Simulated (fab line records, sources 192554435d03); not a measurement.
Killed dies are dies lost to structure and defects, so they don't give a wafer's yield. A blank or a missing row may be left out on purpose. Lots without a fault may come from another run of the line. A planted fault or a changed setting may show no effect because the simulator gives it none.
A struck lot beside a sound one | flow n5_finfet | 15 steps out of a route of 1938
Sound: wafers L120.3, L120.5, L120.6. Struck: wafers L136.1, L136.6. (L136.5 of the same lot was not struck and is left out.) The cause comes at the end.
At each step with rows: each side's tool, then ch and its chambers, then its first start. Under that, the readings that differ: sound wafers | struck wafers | difference of the means | sigmas: that difference in standard deviations of wafers without a fault.
alike: readings whose means differ by less than 2 such deviations, and words and numbers that are the same on both sides. not compared: withheld readings, readings that some wafer has no value for, bounds like >300 that may hide the same value, and numbers for which the record gives no deviation and whose values overlap.
The two part at a step that has a row with sigmas, a row that says differs or no value, or rows on one side only. Numbers that don't overlap but have no deviation are shown without sigmas and don't part them. A reading that every wafer of one side lacks parts them only if that side has two wafers or more.

N5_BEOL_M9_STRIP_80: strips in N2/H2, time 10 s.
  sound on rie_diel-01 ch 0,1,2; struck on rie_diel-03 ch 0,3
  alike: bias_power_w, drypump_motor_current_A, oes_product_au, rf_vpp_V, showerhead_plenum_p_Torr, throttle_valve_pct
  not compared: rf_hours_counter_h
N5_BEOL_M9_OCD_MEAS_38:
  sound on ocd-02, day 9 19:42; struck on ocd-01, day 14 09:57
  alike: trench_depth_nm
then, 4 steps without rows for these wafers: N5_BEOL_M9_HM_STRIP_39 (strips TiN in peroxide tin strip, target depth 25 nm, time 158 s); N5_BEOL_M9_SRD_40 (time 30 s); N5_BEOL_M9_PRECLEAN_42 (cleans in residue remover, time 60 s); N5_BEOL_M9_SRD_43 (time 30 s).
N5_BEOL_M9_CD_MEAS_35: target cd 70 nm, target cd y 40 nm.
  sound on cd_sem-02, day 9 19:51; struck on cd_sem-01, day 14 10:07
  alike: cd_nm
N5_BEOL_M9_CURE_72: cures SiCOH lowk, time 120 s.
  sound on uv_cure-02 ch 0, day 9 19:59; struck on uv_cure-01 ch 2, day 14 10:10
  alike: lamp_power_pct, wafer_temp_C_max
N5_BEOL_M9_DEGAS_44: time 60 s.
  sound on pvd_sputter-02, day 9 20:14; struck on pvd_sputter-03, day 14 10:32
  reading            | sound       | struck  | difference | sigmas
  heater_power_w (W) | 305 323 311 | 389 395 | +79        | +3
then, 2 steps without rows for these wafers: N5_BEOL_M9_PRE_CLEAN_45 (time 30 s); N5_BEOL_M9_ALD_74 (deposits TaN, target thk 2 nm, pulse time 2 s, purge time 3 s).
N5_BEOL_M9_SURFACE_TREAT_79:
  sound on pvd_sputter-02, day 9 20:40; struck on pvd_sputter-03, day 14 11:05
  not compared: throttle_valve_pct
N5_BEOL_M9_CVD_78: deposits Co from CCTBA/H2, target thk 2 nm, time 138.9 s.
  sound on cvd_co-01 ch 0,1, day 9 20:43; struck on cvd_co-02 ch 1,2, day 14 11:16
  reading          | sound             | struck      | difference | sigmas
  run_length_s (s) | 161.6 161.6 161.6 | 253.3 252.3 | +91.2      | +99 or more
N5_BEOL_M9_SPUTTER_48: material Cu, target thk 12 nm, time 2 s.
  sound on pvd_sputter-01, day 9 20:50; struck on pvd_sputter-03, day 14 11:28
  alike: throttle_valve_pct
-- the record jumps here: 2 days lie between the struck wafers' starts before and after (it left off in module BEOL_M9 and takes up again in module PASSIVATION, whose first step shown is number 1936 of the route) --
N5_PASSIVATION_PROBE_49:
  sound on prober-02, day 12 06:12; struck on prober-01, day 16 20:52
  alike: defect_limited_yield, killed_at_M0_to_M3, killed_at_M4_up, killed_at_contacts, killed_at_front_end, killed_at_other, killed_dies, killed_open, killed_short, sort_bin_4_leakage, sort_bin_5_function, sort_bin_6_memory, sort_n_pass, sort_yield_pct

WHERE THEY PART
First at N5_BEOL_M9_DEGAS_44; last, within this record, at N5_BEOL_M9_CVD_78. Later steps at which nothing parts them and some readings are alike: N5_BEOL_M9_SPUTTER_48, N5_PASSIVATION_PROBE_49.

WHY: what the simulator had put in
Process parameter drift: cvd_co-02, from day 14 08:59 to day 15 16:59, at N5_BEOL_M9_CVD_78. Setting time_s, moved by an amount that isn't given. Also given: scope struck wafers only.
